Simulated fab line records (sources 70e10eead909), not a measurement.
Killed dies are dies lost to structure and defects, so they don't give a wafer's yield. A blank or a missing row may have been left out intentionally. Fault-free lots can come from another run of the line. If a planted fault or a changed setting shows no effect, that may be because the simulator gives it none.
Matching of chambers	flow nand harc	rie diel-08 running NHARC_P_M2_ETCH_35: 4 sister chambers
The step etches the open film in N2/H2, target depth 40 nm, overetch 12 nm, time 43.94 s. 4 wafers are shown with their chamber, then 9 later ones without.

WAFERS PAIRED WITH THEIR CHAMBERS
wafer	chamber	showerhead plenum p Torr (Torr)
L082.6	2	2.18
L089.3	3	1.95
L089.5	1	2.00
L089.6	0	1.97

WAFERS WITHOUT THEIR CHAMBER
wafer	showerhead plenum p Torr (Torr)
L090.1	1.95
L090.4	2.00
L090.5	1.95
L097.1	1.95
L097.2	2.17
L097.6	2.17
L095.1	2.00
L095.3	2.17
L095.5	1.95

THE CHAMBER EACH PASSED THROUGH
wafer	from the rows above	in truth
L090.1	3	3
L090.4	1	1
L090.5	3	3
L097.1	3	3
L097.2	2	2
L097.6	2	2
L095.1	1	1
L095.3	2	2
L095.5	3	3
Correct placement for 9 of the 9. Not placeable from these rows: 0. Placed wrongly: 0.
How it was worked out, from the rows above alone: a wafer's distance from a chamber is the root of the sum, over the readings, of the square of ((its reading less the chamber's mean) divided by the reading's scatter). The wafer belongs to the nearest chamber; if the next one is less than 2 further off, it can't be placed. A chamber's mean is the mean of its shown wafers. The scatter (one wafer shown for each chamber): square how far every hidden wafer sits from the nearest shown wafer, average those squares and take the square root.
